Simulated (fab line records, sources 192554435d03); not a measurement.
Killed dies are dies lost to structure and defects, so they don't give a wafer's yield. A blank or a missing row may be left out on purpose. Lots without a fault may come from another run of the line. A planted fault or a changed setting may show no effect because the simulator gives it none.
fab line records | flow n5_finfet
record lots=13 wafers=38 last_day=17
route steps=1938 shown BEOL_M5@1179 PAD_METAL@1893 PASSIVATION@1925
lots that met no fault: from a run of the same line without faults
start_h: hours from the record's first day to the start of the lot's first wafer shown | wait_h: hours since the lot's step before | " the same as in the row above | L1.1+2: a row that stands for several wafers | - no value, or no start given | * or withheld: withheld | < > ~ a bound
route shown NAME@n: a module of which the file shows steps, and the number in the route of the first | usual: mean/standard deviation of fault-free wafers | same: alike in all rows | chamber/n: place in a boat | sites: the reading at each site | _std_site: their standard deviation | _edge_site: outer sites' mean less inner sites' | radius_mm: how far each site lies from the wafer's centre | mask NAME#n: copy n | behind: the tool/chamber that last shaped the wafer | hold: why the lot was held/for how many hours/how that ended | device: the transistor (n, p or np) that didn't switch | end of line: the same wafers' tests at the end of the route | a step without rows: its recipe alone | killed: dies lost to structure and defects at the first sort, not the wafer's yield | map: a wafer's dies, x killed, . not, _ none there
set.NAME: the setting as run; set.NAME@STEP: as run at that earlier step | model.NAME: the simulator's own value behind a step, which no gauge read
steps of the route over a sample of lots; a table a step, a row a wafer
services: from which hour (start_h, from the record's first day; less than 0 if before it) a tool's chamber was out of use, for how many hours, and why
## steps
# step N5_BEOL_M5_SPUTTER_83
# recipe material=Cu target_thk_a=150 temp_c=-20 chamber_pressure_pa=0.07 power_w=withheld time_s=27.62
# usual chamber_pressure_pa=0.06998/0.00015 susceptor_temp_C=-20.00/0.088 throttle_valve_pct=30.0/0.74
# columns lot.wafer tool chamber start_h wait_h chamber_pressure_pa susceptor_temp_C throttle_valve_pct
L408.1 pvd_sputter-01 - 202.03 0.5 0.06994 -20.07 30.9
L408.2 " - " " 0.06997 -20.06 30.0
L408.6 " - " " 0.06988 -19.95 30.2
L410.1 pvd_sputter-03 - 212.84 0.5 0.07013 -19.95 29.3
L410.2 " - " " 0.07015 -19.94 31.0
L410.3 " - " " 0.06993 -20.02 30.0
L407.5 pvd_sputter-02 - 216.12 0.0 0.0701 -19.99 30.1
L407.6 " - " " 0.06969 -19.98 29.4
L412.1 pvd_sputter-02 - 237.45 0.5 0.07005 -19.96 29.2
L412.3 " - " " 0.06993 -20.04 31.2
L412.4 " - " " 0.07012 -19.94 29.7
L411.2 pvd_sputter-02 - 241.87 0.5 0.06997 -20.07 31.1
L411.3 " - " " 0.06996 -19.88 29.8
L411.6 " - " " 0.06994 -20.10 30.6
L414.1 pvd_sputter-01 - 246.92 0.5 0.07015 -19.83 30.4
L414.4 " - " " 0.07028 -19.99 30.0
L414.5 " - " " 0.06966 -20.09 29.8
L413.1 pvd_sputter-01 - 257.07 0.5 0.07029 -20.12 29.9
L413.4 " - " " 0.06998 -20.08 30.4
L413.5 " - " " 0.07026 -19.87 30.4
L416.2 pvd_sputter-03 - 265.69 0.5 0.07003 -20.05 28.9
L416.5 " - " " 0.07003 -19.99 28.7
L416.6 " - " " 0.06993 -20.04 29.9
L417.1 pvd_sputter-02 - 275.34 0.5 0.06987 -20.01 31.0
L417.3 " - " " 0.06991 -20.02 29.8
L417.6 " - " " 0.06988 -20.03 29.6
L418.2 pvd_sputter-02 - 282.02 0.5 0.07006 -20.10 30.1
L418.4 " - " " 0.07026 -20.00 29.7
L418.5 " - " " 0.06989 -20.01 31.0
L419.1 pvd_sputter-01 - 282.55 0.5 0.06987 -20.18 30.6
L419.2 " - " " 0.06996 -19.94 29.9
L419.3 " - " " 0.06991 -20.02 29.9
L423.2 pvd_sputter-02 - 310.26 0.5 0.06978 -19.88 30.1
L423.3 " - " " 0.06992 -20.06 29.1
L423.6 " - " " 0.06974 -20.00 31.1
L424.4 pvd_sputter-02 - 316.46 0.5 0.07009 -19.99 29.1
L424.5 " - " " 0.07012 -19.95 30.9
L424.6 " - " " 0.06995 -20.14 29.8
# step N5_PASSIVATION_DEGAS_18
# recipe ambient=vacuum temp_c=300 time_s=60
# usual heater_power_w=453/27 susceptor_temp_C=299.99/0.21
# columns lot.wafer tool chamber start_h wait_h heater_power_w susceptor_temp_C
L408.1 pvd_sputter-03 - 289.57 0.2 480 299.89
L408.2 " - " " 483 299.96
L408.6 " - " " 488 299.98
L410.1 pvd_sputter-03 - 298.61 0.0 474 300.25
L410.2 " - " " 497 299.67
L410.3 " - " " 451 299.90
L407.5 pvd_sputter-02 - 307.76 1.3 450 300.22
L407.6 " - " " 403 299.91
L412.1 pvd_sputter-03 - 327.42 0.3 453 300.08
L412.3 " - " " 479 299.92
L412.4 " - " " 478 299.90
L411.2 pvd_sputter-01 - 328.14 0.1 453 299.99
L411.3 " - " " 470 299.83
L411.6 " - " " 475 299.75
L414.1 pvd_sputter-02 - 340.16 0.6 396 300.16
L414.4 " - " " 443 300.18
L414.5 " - " " 450 299.96
L413.1 pvd_sputter-01 - 344.51 0.9 492 299.88
L413.4 " - " " 461 300.11
L413.5 " - " " 460 300.53
L416.2 pvd_sputter-02 - 367.25 0.4 399 299.78
L416.5 " - " " 403 299.76
L416.6 " - " " 433 299.83
L418.2 pvd_sputter-02 - 369.67 2.3 446 300.28
L418.4 " - " " 473 300.15
L418.5 " - " " 426 300.13
L417.1 pvd_sputter-01 - 375.74 0.2 455 300.44
L417.3 " - " " 458 300.01
L417.6 " - " " 477 300.37
L419.1 pvd_sputter-01 - 385.05 0.5 473 300.03
L419.2 " - " " 502 299.37
L419.3 " - " " 437 300.20
L423.2 pvd_sputter-03 - 403.85 0.3 486 299.95
L423.3 " - " " 445 300.03
L423.6 " - " " 488 300.21
L424.4 pvd_sputter-01 - 413.94 0.5 464 299.82
L424.5 " - " " 443 299.72
L424.6 " - " " 469 299.95
# step N5_PASSIVATION_CD_MEAS_44
# recipe target_cd_nm=40000 landing_energy_ev=500 detector=se_inlens
# usual cd_nm=40001/5.7
# columns lot.wafer tool chamber start_h wait_h cd_nm
L408.1 cd_sem-02 0 291.96 - 39999
L408.2 " 0 " " 39994
L408.6 " 0 " " 39998
L410.1 cd_sem-02 0 301.46 - 39997
L410.2 " 0 " " 39994
L410.3 " 0 " " 39993
L407.5 cd_sem-01 0 310.37 - 39996
L407.6 " 0 " " 39994
L412.1 cd_sem-03 0 329.81 - 40005
L412.3 " 0 " " 39999
L412.4 " 0 " " 40001
L411.2 cd_sem-03 0 330.78 - 39992
L411.3 " 0 " " 39997
L411.6 " 0 " " 39994
L414.1 cd_sem-03 0 343.44 - 39999
L414.4 " 0 " " 40004
L414.5 " 0 " " 40000
L413.1 cd_sem-02 0 347.84 - 40007
L413.4 " 0 " " 40001
L413.5 " 0 " " 40002
L416.2 cd_sem-03 0 370.14 - 40003
L416.5 " 0 " " 40001
L416.6 " 0 " " 40000
L418.2 cd_sem-03 0 376.78 - 39999
L418.4 " 0 " " 39997
L418.5 " 0 " " 39997
L417.1 cd_sem-02 0 378.63 - 40002
L417.3 " 0 " " 40006
L417.6 " 0 " " 40004
L419.1 cd_sem-02 0 387.43 - 39993
L419.2 " 0 " " 39994
L419.3 " 0 " " 39995
L423.2 cd_sem-01 0 406.24 - 40007
L423.3 " 0 " " 40004
L423.6 " 0 " " 40007
L424.4 cd_sem-03 0 416.46 - 40010
L424.5 " 0 " " 40004
L424.6 " 0 " " 40011
# step N5_PASSIVATION_PROBE_49
# usual defect_limited_yield=91.0/1.4 killed_at_M0_to_M3=34/10 killed_at_M4_up=15/5.5 killed_at_contacts=12/6.1 killed_at_front_end=41/12 killed_at_other=4/3.4 killed_dies=106/17 killed_on_rim=14/4 killed_open=70/13 killed_short=34/7.4 sort_bin_4_leakage=0.01/0.065 sort_bin_5_function=5.3/1 sort_bin_6_memory=3.4/0.69 sort_n_pass=1073/17 sort_yield_pct=91.0/1.4
# same gross_dies=1180 killed_at_back_side=0 sort_bin_8_speed[%]=0
# columns lot.wafer tool chamber start_h wait_h defect_limited_yield[%] killed_at_M0_to_M3 killed_at_M4_up killed_at_contacts killed_at_front_end killed_at_other killed_dies killed_on_rim killed_open killed_short sort_bin_4_leakage[%] sort_bin_5_function[%] sort_bin_6_memory[%] sort_n_pass sort_yield_pct[%]
L408.1 prober-02 - 295.21 0.0 89.6 44 21 10 43 5 123 15 75 48 0 6.2 3.9 1057 89.6
L408.2 prober-02 - 295.26 0.1 88.9 59 14 22 33 3 131 11 86 44 0 6.7 4.1 1049 88.9
L408.6 prober-02 - 295.46 0.3 89.9 51 20 2 43 3 119 12 84 34 0 5.5 4.1 1061 89.9
L410.1 prober-02 - 304.97 0.0 91.4 33 13 10 39 6 101 21 72 28 0 5.4 2.8 1079 91.4
L410.2 prober-02 - 305.02 0.1 89.4 58 9 9 44 5 125 13 86 35 0.08 5.8 4.4 1054 89.3
L410.3 prober-02 - 305.07 0.1 90.7 43 9 10 42 6 110 13 72 38 0 5.6 3.1 1070 90.7
L407.5 prober-02 - 314.09 0.2 93.6 21 21 5 28 0 75 6 50 20 0 3.9 1.9 1105 93.6
L407.6 prober-02 - 314.14 0.3 93.8 15 8 13 36 1 73 11 39 30 0 3.7 2.0 1107 93.8
L412.1 prober-02 - 333.06 0.0 90.2 38 6 23 44 5 116 11 79 31 0 5.6 4.0 1064 90.2
L412.3 prober-02 - 333.16 0.1 91.9 35 12 7 38 3 95 17 63 31 0 5.1 2.5 1085 91.9
L412.4 prober-02 - 333.21 0.2 90.8 37 21 15 29 6 108 11 72 35 0 6.4 2.7 1072 90.8
L411.2 prober-01 - 333.96 0.1 88.2 33 24 9 69 4 139 19 95 43 0 6.7 4.7 1041 88.2
L411.3 prober-01 - 334.01 0.1 91.4 25 20 10 45 2 102 6 66 36 0 4.9 3.6 1078 91.4
L411.6 prober-01 - 334.16 0.3 91.0 26 16 16 42 6 106 11 66 40 0 4.8 3.6 1074 91.0
L414.1 prober-02 - 346.82 0.0 91.5 20 18 12 46 4 100 14 57 42 0 5.2 3.0 1080 91.5
L414.4 prober-02 - 346.97 0.2 90.1 36 5 16 49 11 117 12 71 43 0 6.0 3.3 1063 90.1
L414.5 prober-02 - 347.02 0.2 89.8 39 17 25 37 2 120 14 87 31 0 5.6 4.2 1060 89.8
L413.1 prober-01 - 351.21 0.0 90.4 38 14 11 49 1 113 14 82 30 0 5.4 4.0 1067 90.4
L413.4 prober-01 - 351.36 0.2 91.7 31 17 5 43 2 98 10 69 25 0 5.3 2.5 1082 91.7
L413.5 prober-01 - 351.41 0.2 90.8 23 24 17 39 6 109 15 74 32 0 5.6 3.4 1071 90.8
L416.2 prober-01 - 373.37 0.1 89.0 51 23 17 37 2 130 14 82 47 0 6.7 4.2 1050 89.0
L416.5 prober-01 - 373.52 0.2 89.4 25 18 15 62 5 125 12 91 32 0 5.9 4.2 1055 89.4
L416.6 prober-01 - 373.57 0.3 88.6 50 14 12 50 8 134 20 85 47 0 7.5 3.2 1046 88.6
L418.2 prober-01 - 380.01 0.1 90.4 51 12 9 38 3 113 19 75 37 0 5.2 4.3 1067 90.4
L418.4 prober-01 - 380.11 0.2 91.8 31 9 7 40 10 97 9 63 34 0 5.5 2.5 1083 91.8
L418.5 prober-01 - 380.16 0.2 90.7 44 16 9 40 1 110 15 64 46 0 5.5 3.6 1070 90.7
L417.1 prober-02 - 381.93 0.0 90.4 32 18 6 55 2 113 22 77 26 0 4.9 3.8 1067 90.4
L417.3 prober-02 - 382.03 0.1 92.2 29 17 8 37 1 92 13 48 36 0 4.7 2.3 1088 92.2
L417.6 prober-02 - 382.18 0.3 89.3 32 22 5 65 2 126 18 83 34 0 6.9 3.1 1054 89.3
L419.1 prober-01 - 390.56 0.0 92.1 25 13 14 39 2 93 8 52 39 0 4.7 2.8 1087 92.1
L419.2 prober-01 - 390.61 0.1 90.5 29 25 18 34 6 112 16 69 42 0 6.6 2.5 1068 90.5
L419.3 prober-01 - 390.66 0.1 91.5 35 12 14 39 0 100 13 65 33 0 4.8 3.3 1080 91.5
L423.2 prober-01 - 409.50 0.1 89.2 26 18 34 46 4 128 13 74 50 0 5.3 4.7 1052 89.2
L423.3 prober-01 - 409.55 0.1 85.1 35 84 18 30 9 176 29 76 30 0 9.8 3.8 1004 85.1
L423.6 prober-01 - 409.70 0.3 91.5 29 23 14 23 11 100 17 61 33 0 4.7 3.2 1080 91.5
L424.4 prober-01 - 419.73 0.2 87.3 21 78 9 35 7 150 31 54 26 0 8.6 2.6 1030 87.3
L424.5 prober-01 - 419.78 0.2 88.9 31 13 16 57 14 131 24 82 48 0 6.8 3.8 1049 88.9
L424.6 prober-01 - 419.83 0.3 90.8 42 10 10 43 3 108 18 66 42 0 6.0 2.6 1072 90.8
# killed by level:class
L408.1 BEOL_M0_SAQP:geometric_particle:open=18 BEOL_M0_SAQP:geometric_particle:short=15 DUMMY_GATE:geometric_particle:open=9 MOL_CONTACT_COAG:geometric_particle:open=8 FIN_SAQP:geometric_particle:short=7 STI_FIN_REVEAL:geometric_particle:open=7 BEOL_M4:geometric_particle:open=7 BEOL_M1:geometric_particle:open=6
L408.2 MOL_CONTACT_COAG:geometric_particle:open=19 BEOL_M0_SAQP:geometric_particle:short=18 BEOL_M0_SAQP:geometric_particle:open=13 STI_FIN_REVEAL:geometric_particle:open=9 BEOL_M1:geometric_particle:open=8 BEOL_M2:geometric_particle:open=7 BEOL_M3:geometric_particle:open=5 DUMMY_GATE:geometric_particle:open=4
L408.6 STI_FIN_REVEAL:geometric_particle:open=19 BEOL_M2:geometric_particle:open=11 DUMMY_GATE:geometric_particle:open=10 BEOL_M0_SAQP:geometric_particle:short=9 BEOL_M1:geometric_particle:short=7 BEOL_M3:geometric_particle:open=7 BEOL_M4:geometric_particle:open=7 BEOL_M0_SAQP:geometric_particle:open=6
L410.1 STI_FIN_REVEAL:geometric_particle:open=22 MOL_CONTACT_COAG:geometric_particle:open=9 BEOL_M0_SAQP:geometric_particle:short=5 BEOL_M1:geometric_particle:open=5 BEOL_M2:geometric_particle:open=5 BEOL_M4:geometric_particle:open=5 BEOL_M0_SAQP:geometric_particle:open=4 STARTING-WAFER:geometric_particle:open=4
L410.2 BEOL_M2:geometric_particle:open=16 STI_FIN_REVEAL:geometric_particle:open=10 BEOL_M3:geometric_particle:open=10 FIN_SAQP:geometric_particle:open=8 BEOL_M0:geometric_particle:open=7 MOL_CONTACT_COAG:geometric_particle:open=7 BEOL_M2:geometric_particle:short=6 BEOL_M0:geometric_particle:short=5
L410.3 STI_FIN_REVEAL:geometric_particle:open=27 BEOL_M0_SAQP:geometric_particle:short=11 BEOL_M0_SAQP:geometric_particle:open=11 MOL_CONTACT_COAG:geometric_particle:open=10 BEOL_M3:geometric_particle:open=9 STI_FIN_REVEAL:geometric_particle:short=6 BEOL_M3:geometric_particle:short=4 BEOL_M4:geometric_particle:open=4
L407.5 BEOL_M4:geometric_particle:open=9 BEOL_M5:geometric_particle:open=9 FIN_SAQP:geometric_particle:short=7 FIN_SAQP:geometric_particle:open=6 HKMG_FIN:area_etch=5 MOL_CONTACT_COAG:geometric_particle:open=4 BEOL_M0_SAQP:geometric_particle:open=4 BEOL_M2:geometric_particle:short=4
L407.6 FIN_SAQP:geometric_particle:short=11 MOL_CONTACT_COAG:geometric_particle:open=10 FIN_SAQP:geometric_particle:open=6 BEOL_M3:geometric_particle:open=4 STI_FIN_REVEAL:geometric_particle:short=3 STI_FIN_REVEAL:geometric_particle:open=3 GATE_CUT:geometric_particle:short=3 MOL_CONTACT_COAG:geometric_particle:short=3
L412.1 MOL_CONTACT_COAG:geometric_particle:open=21 STI_FIN_REVEAL:geometric_particle:open=11 BEOL_M3:geometric_particle:open=10 BEOL_M2:geometric_particle:open=7 BEOL_M0_SAQP:geometric_particle:open=6 BEOL_M0_SAQP:geometric_particle:short=5 STARTING-WAFER:geometric_particle:open=5 BEOL_M1:geometric_particle:open=4
L412.3 STI_FIN_REVEAL:geometric_particle:open=12 BEOL_M2:geometric_particle:open=11 BEOL_M0_SAQP:geometric_particle:open=8 BEOL_M0_SAQP:geometric_particle:short=6 MOL_CONTACT_COAG:geometric_particle:open=6 FIN_SAQP:geometric_particle:open=5 FIN_SAQP:geometric_particle:short=5 BEOL_M1:geometric_particle:open=5
L412.4 MOL_CONTACT_COAG:geometric_particle:open=13 BEOL_M4:geometric_particle:open=10 BEOL_M0_SAQP:geometric_particle:open=8 BEOL_M0_SAQP:geometric_particle:short=8 BEOL_M1:geometric_particle:open=7 FIN_SAQP:geometric_particle:short=6 FIN_SAQP:geometric_particle:open=4 STI_FIN_REVEAL:geometric_particle:short=4
L411.2 STI_FIN_REVEAL:geometric_particle:open=17 FIN_SAQP:geometric_particle:open=14 BEOL_M4:geometric_particle:open=14 FIN_SAQP:geometric_particle:short=13 BEOL_M3:geometric_particle:open=9 MOL_CONTACT_COAG:geometric_particle:open=8 BEOL_M0_SAQP:geometric_particle:open=6 BEOL_M1:geometric_particle:open=6
L411.3 STI_FIN_REVEAL:geometric_particle:open=17 BEOL_M4:geometric_particle:open=11 BEOL_M3:geometric_particle:open=7 MOL_CONTACT_COAG:geometric_particle:short=6 FIN_SAQP:geometric_particle:open=5 ILD0:geometric_particle:short=5 BEOL_M0_SAQP:geometric_particle:short=5 MOL_CONTACT_COAG:geometric_particle:open=4
L411.6 MOL_CONTACT_COAG:geometric_particle:open=15 BEOL_M4:geometric_particle:open=10 BEOL_M3:geometric_particle:open=9 FIN_SAQP:geometric_particle:open=7 FIN_SAQP:geometric_particle:short=6 BEOL_M0_SAQP:geometric_particle:short=6 STI_FIN_REVEAL:geometric_particle:open=5 GATE_CUT:geometric_particle:short=5
L414.1 GATE_CUT:geometric_particle:short=10 MOL_CONTACT_COAG:geometric_particle:open=10 STI_FIN_REVEAL:geometric_particle:open=8 BEOL_M0_SAQP:geometric_particle:short=8 FIN_SAQP:geometric_particle:open=6 BEOL_M4:geometric_particle:open=6 FIN_SAQP:geometric_particle:short=5 BEOL_M3:geometric_particle:open=4
L414.4 MOL_CONTACT_COAG:geometric_particle:open=13 BEOL_M0_SAQP:geometric_particle:short=10 STI_FIN_REVEAL:geometric_particle:open=9 GATE_CUT:geometric_particle:short=7 PASS1_CAP:geometric_particle:open=7 BEOL_M3:geometric_particle:open=7 DUMMY_GATE:geometric_particle:open=6 GATE_CUT:geometric_particle:open=6
L414.5 MOL_CONTACT_COAG:geometric_particle:open=23 BEOL_M0_SAQP:geometric_particle:open=10 BEOL_M3:geometric_particle:open=10 BEOL_M0_SAQP:geometric_particle:short=8 DUMMY_GATE:geometric_particle:open=7 STI_FIN_REVEAL:geometric_particle:open=6 BEOL_M4:geometric_particle:open=6 FIN_SAQP:geometric_particle:open=5
L413.1 FIN_SAQP:geometric_particle:open=15 STI_FIN_REVEAL:geometric_particle:open=12 BEOL_M0_SAQP:geometric_particle:short=12 BEOL_M0_SAQP:geometric_particle:open=10 MOL_CONTACT_COAG:geometric_particle:open=8 BEOL_M3:geometric_particle:open=7 GATE_CUT:geometric_particle:short=6 BEOL_M4:geometric_particle:open=6
L413.4 STI_FIN_REVEAL:geometric_particle:open=11 BEOL_M0_SAQP:geometric_particle:open=11 FIN_SAQP:geometric_particle:open=9 BEOL_M0:geometric_particle:open=6 BEOL_M4:geometric_particle:open=5 STARTING-WAFER:geometric_particle:open=5 FIN_SAQP:geometric_particle:short=4 STI_FIN_REVEAL:geometric_particle:short=4
L413.5 MOL_CONTACT_COAG:geometric_particle:open=13 STI_FIN_REVEAL:geometric_particle:open=12 BEOL_M4:geometric_particle:open=12 BEOL_M0_SAQP:geometric_particle:short=9 STI_FIN_REVEAL:geometric_particle:short=5 PASS1_CAP:geometric_particle:open=5 DUMMY_GATE:geometric_particle:open=5 GATE_CUT:geometric_particle:short=5
L416.2 MOL_CONTACT_COAG:geometric_particle:open=15 BEOL_M4:geometric_particle:open=14 FIN_SAQP:geometric_particle:open=12 BEOL_M0_SAQP:geometric_particle:short=12 BEOL_M1:geometric_particle:short=10 STI_FIN_REVEAL:geometric_particle:open=9 BEOL_M0_SAQP:geometric_particle:open=8 FIN_SAQP:geometric_particle:short=7
L416.5 FIN_SAQP:geometric_particle:open=30 STI_FIN_REVEAL:geometric_particle:open=14 MOL_CONTACT_COAG:geometric_particle:open=13 FIN_SAQP:geometric_particle:short=7 BEOL_M4:geometric_particle:open=7 BEOL_M1:geometric_particle:open=6 BEOL_M0:geometric_particle:open=5 BEOL_M0_SAQP:geometric_particle:open=4
L416.6 STI_FIN_REVEAL:geometric_particle:open=17 BEOL_M3:geometric_particle:open=14 FIN_SAQP:geometric_particle:open=11 BEOL_M1:geometric_particle:open=10 MOL_CONTACT_COAG:geometric_particle:open=10 FIN_SAQP:geometric_particle:short=7 BEOL_M1:geometric_particle:short=6 MIM_TOP:geometric_particle:short=5
L418.2 BEOL_M2:geometric_particle:open=14 BEOL_M0_SAQP:geometric_particle:open=12 BEOL_M0_SAQP:geometric_particle:short=11 FIN_SAQP:geometric_particle:open=10 DUMMY_GATE:geometric_particle:open=10 FIN_SAQP:geometric_particle:short=8 MOL_CONTACT_COAG:geometric_particle:open=6 BEOL_M1:geometric_particle:open=5
L418.4 STI_FIN_REVEAL:geometric_particle:open=10 FIN_SAQP:geometric_particle:short=7 MOL_CONTACT_COAG:geometric_particle:open=7 BEOL_M3:geometric_particle:open=6 FIN_SAQP:geometric_particle:open=6 BEOL_M1:geometric_particle:open=6 DUMMY_GATE:geometric_particle:open=5 BEOL_M0_SAQP:geometric_particle:short=5
L418.5 BEOL_M0_SAQP:geometric_particle:short=16 FIN_SAQP:geometric_particle:short=15 FIN_SAQP:geometric_particle:open=9 MOL_CONTACT_COAG:geometric_particle:open=8 BEOL_M0_SAQP:geometric_particle:open=8 BEOL_M2:geometric_particle:open=8 BEOL_M5:geometric_particle:open=7 BEOL_M3:geometric_particle:open=5
L417.1 STI_FIN_REVEAL:geometric_particle:open=17 FIN_SAQP:geometric_particle:open=12 BEOL_M2:geometric_particle:open=12 BEOL_M0_SAQP:geometric_particle:open=10 HKMG_FIN:area_etch=7 FIN_SAQP:geometric_particle:short=6 BEOL_M4:geometric_particle:open=6 DUMMY_GATE:geometric_particle:open=4
L417.3 BEOL_M2:geometric_particle:open=7 MOL_CONTACT_COAG:geometric_particle:open=6 BEOL_M2:geometric_particle:short=6 HKMG_FIN:area_etch=6 GATE_CUT:geometric_particle:short=5 BEOL_M0_SAQP:geometric_particle:open=5 FIN_SAQP:geometric_particle:open=4 STI_FIN_REVEAL:geometric_particle:open=4
L417.6 STI_FIN_REVEAL:geometric_particle:open=20 BEOL_M5:geometric_particle:open=11 FIN_SAQP:geometric_particle:open=9 GATE_CUT:geometric_particle:short=8 BEOL_M2:geometric_particle:open=8 BEOL_M0_SAQP:geometric_particle:open=6 HKMG_FIN:area_etch=6 MOL_CONTACT_COAG:geometric_particle:open=5
L419.1 FIN_SAQP:geometric_particle:short=13 MOL_CONTACT_COAG:geometric_particle:open=11 BEOL_M0_SAQP:geometric_particle:short=7 BEOL_M3:geometric_particle:open=7 BEOL_M4:geometric_particle:open=7 FIN_SAQP:geometric_particle:open=5 STI_FIN_REVEAL:geometric_particle:open=5 BEOL_M0_SAQP:geometric_particle:open=5
L419.2 MOL_CONTACT_COAG:geometric_particle:open=12 BEOL_M4:geometric_particle:open=11 BEOL_M3:geometric_particle:open=10 FIN_SAQP:geometric_particle:open=7 FIN_SAQP:geometric_particle:short=6 MOL_CONTACT_COAG:geometric_particle:short=6 GATE_CUT:geometric_particle:short=5 BEOL_M2:geometric_particle:open=5
L419.3 FIN_SAQP:geometric_particle:open=14 MOL_CONTACT_COAG:geometric_particle:open=10 BEOL_M2:geometric_particle:short=9 FIN_SAQP:geometric_particle:short=8 BEOL_M1:geometric_particle:open=8 BEOL_M0_SAQP:geometric_particle:open=5 DUMMY_GATE:geometric_particle:open=4 MOL_CONTACT_COAG:geometric_particle:short=4
L423.2 MOL_CONTACT_COAG:geometric_particle:open=28 BEOL_M0_SAQP:geometric_particle:short=15 STI_FIN_REVEAL:geometric_particle:open=13 BEOL_M4:geometric_particle:open=8 MOL_CONTACT_COAG:geometric_particle:short=6 GATE_CUT:geometric_particle:short=6 STARTING-WAFER:geometric_particle:short=6 BEOL_M0_SAQP:geometric_particle:open=5
L423.3 BEOL_M5:unspecified=69 MOL_CONTACT_COAG:geometric_particle:open=14 BEOL_M2:geometric_particle:open=14 BEOL_M4:geometric_particle:open=8 BEOL_M0_SAQP:geometric_particle:short=7 FIN_SAQP:geometric_particle:open=5 STI_FIN_REVEAL:geometric_particle:open=5 FIN_CUT:geometric_particle:open=4
L423.6 BEOL_M4:geometric_particle:open=12 MOL_CONTACT_COAG:geometric_particle:open=10 BEOL_M0_SAQP:geometric_particle:open=10 BEOL_M3:geometric_particle:open=6 STI_FIN_REVEAL:geometric_particle:open=5 MOL_CONTACT_COAG:geometric_particle:short=4 BEOL_M0_SAQP:geometric_particle:short=4 BEOL_M2:geometric_particle:short=4
L424.4 BEOL_M5:unspecified=68 STI_FIN_REVEAL:geometric_particle:open=9 MOL_CONTACT_COAG:geometric_particle:open=8 GATE_CUT:geometric_particle:short=7 DUMMY_GATE:geometric_particle:open=4 BEOL_M0_SAQP:geometric_particle:short=4 BEOL_M3:geometric_particle:open=4 BEOL_M4:geometric_particle:open=4
L424.5 MOL_CONTACT_COAG:geometric_particle:open=15 STI_FIN_REVEAL:geometric_particle:open=11 STI_FIN_REVEAL:geometric_particle:short=10 GATE_CUT:geometric_particle:short=9 BEOL_M1:geometric_particle:open=9 BEOL_M2:geometric_particle:open=6 FIN_SAQP:geometric_particle:short=5 FIN_SAQP:geometric_particle:open=5
L424.6 BEOL_M0_SAQP:geometric_particle:short=13 FIN_SAQP:geometric_particle:short=10 BEOL_M2:geometric_particle:open=10 MOL_CONTACT_COAG:geometric_particle:open=10 BEOL_M0_SAQP:geometric_particle:open=7 FIN_SAQP:geometric_particle:open=6 STI_FIN_REVEAL:geometric_particle:open=5 DUMMY_GATE:geometric_particle:open=5
## services
# columns tool chamber start_h hours kind
pvd_sputter-03 - 178.82 0.5 repair
## key
first_sign step=N5_PASSIVATION_PROBE_49 reading=killed_at_M4_up direction=up sigmas=12 usual=15 struck=81
effect step=N5_PASSIVATION_PROBE_49 reading=defect_limited_yield direction=down sigmas=3.3 usual=91.0 struck=86.2
more_kills_born_at N5_BEOL_M5_SPUTTER_83@pvd_sputter-02=137
met_at N5_BEOL_M5_SPUTTER_83
struck_lots L423,L424
struck_wafers L423.3,L424.4
not_acting_at N5_PASSIVATION_DEGAS_18,N5_PASSIVATION_CD_MEAS_44
onset_between 237.45 310.26
fault kind=chamber_particle_source tool=pvd_sputter-02 chamber=- onset_h=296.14 steps=N5_BEOL_M5_SPUTTER_83 rate_per_visit_cm2=0.47245 end_h=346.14 scope=struck_wafers_only
